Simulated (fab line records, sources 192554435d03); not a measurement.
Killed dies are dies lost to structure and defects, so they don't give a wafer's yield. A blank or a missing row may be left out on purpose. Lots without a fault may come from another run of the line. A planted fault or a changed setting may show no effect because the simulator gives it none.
A struck lot beside a sound one | flow n5_finfet | 32 steps out of a route of 1938
Sound: wafers L127.1, L127.2, L127.3. Struck: wafers L124.1, L124.2, L124.4. The cause comes at the end.
At each step with rows: each side's tool, then ch and its chambers, then its first start. Under that, the readings that differ: sound wafers | struck wafers | difference of the means | sigmas: that difference in standard deviations of wafers without a fault.
alike: readings whose means differ by less than 2 such deviations, and words and numbers that are the same on both sides. not compared: withheld readings, readings that some wafer has no value for, bounds like >300 that may hide the same value, and numbers for which the record gives no deviation and whose values overlap.
The two part at a step that has a row with sigmas, a row that says differs or no value, or rows on one side only. Numbers that don't overlap but have no deviation are shown without sigmas and don't part them. A reading that every wafer of one side lacks parts them only if that side has two wafers or more.

first, 11 steps without rows for these wafers: N5_BEOL_M15_PRECLEAN_39 (cleans in residue remover, time 60 s); N5_BEOL_M15_SRD_40 (time 30 s, dry time 30 s); N5_BEOL_M15_DEGAS_41 (time 60 s); N5_BEOL_M15_PRE_CLEAN_42 (time 30 s); N5_BEOL_M15_SPUTTER_43 (material TaN, target thk 15 nm, time 24.19 s); N5_BEOL_M15_SPUTTER_44 (material Ta, target thk 15 nm, time 24.19 s); N5_BEOL_M15_SPUTTER_45 (material Cu, target thk 100 nm, time 16.67 s); N5_BEOL_M15_ECD_47 (material Cu, target thk 1860 nm); N5_BEOL_M15_ANNEAL_48 (time 90 s); N5_BEOL_M15_CMP_49 (polishes, stops on SiO2, t overpolish 4.9 s, target thk 850 nm); N5_BEOL_M15_PRE_CLEAN_52 (time 15 s).
N5_BEOL_M15_DEP_53: deposits SiCN from 3MS/NH3, target thk 50 nm, time 17.8 s.
  sound on pecvd-03 ch 0,1,2, day 18 10:07; struck on pecvd-02 ch 0,2, day 16 17:56
  alike: showerhead_plenum_p_Torr, throttle_valve_pct
N5_BEOL_M15_INSPECT_55: inspects for defects (darkfield).
  sound on defect_inspect-02, day 18 10:13; struck on defect_inspect-01, day 16 18:01
  reading          | sound    | struck      | difference | sigmas
  raw_defect_count | 70 57 64 | 763 745 749 | +689       | +30
then, 16 steps without rows for these wafers: N5_PASSIVATION_PECVD_00 (deposits SiO2 from SiH4/N2O, target thk 200 nm, time 11.2 s); N5_MIM_BOT_DEGAS_01 (time 60 s); N5_MIM_BOT_SPUTTER_00 (material TiN, target thk 35 nm, time 89.7 s); N5_MIM_TOP_ALD_00 (deposits Al2O3, purge time 3 s, co reactant pulse time 3 s); N5_MIM_TOP_ALD_01 (deposits HfO2, target thk 5.6 nm, pulse time 1 s, purge time 3 s); N5_MIM_TOP_ALD_02 (deposits Al2O3, purge time 3 s, co reactant pulse time 3 s); N5_MIM_TOP_DEGAS_04 (time 60 s); N5_MIM_TOP_SPUTTER_03 (material TiN, target thk 35 nm, time 89.7 s); N5_MIM_TOP_LITHO_HMDS_01 (time 60 s); N5_MIM_TOP_LITHO_COAT_02; N5_MIM_TOP_LITHO_EBR_04; N5_MIM_TOP_LITHO_SOFTBAKE_03 (time 90 s); N5_MIM_TOP_LITHO_EXPOSE_05 (exposes mask MIM TOP, target cd 2000 nm); N5_MIM_TOP_LITHO_PEB_06; N5_MIM_TOP_LITHO_DEVELOP_07 (develop time 60 s); N5_MIM_TOP_LITHO_HARDBAKE_09 (time 120 s).
N5_MIM_TOP_LITHO_INSPECT_12: inspects for defects (macro).
  sound on defect_inspect-01, day 18 13:01; struck on defect_inspect-01, day 16 23:53
  reading          | sound | struck         | difference | sigmas
  raw_defect_count | 3 1 0 | >300 >300 >300 | differs    |
then, 1 step without rows for these wafers: N5_MIM_TOP_LITHO_DESCUM_10 (chemistry O2, time 7.9 s).
N5_PASSIVATION_PROBE_49:
  the record has rows for the struck wafers here (prober-02, day 17 10:02) and none for the sound ones

WHERE THEY PART
First at N5_BEOL_M15_INSPECT_55; last, within this record, at N5_PASSIVATION_PROBE_49.

WHY: what the simulator had put in
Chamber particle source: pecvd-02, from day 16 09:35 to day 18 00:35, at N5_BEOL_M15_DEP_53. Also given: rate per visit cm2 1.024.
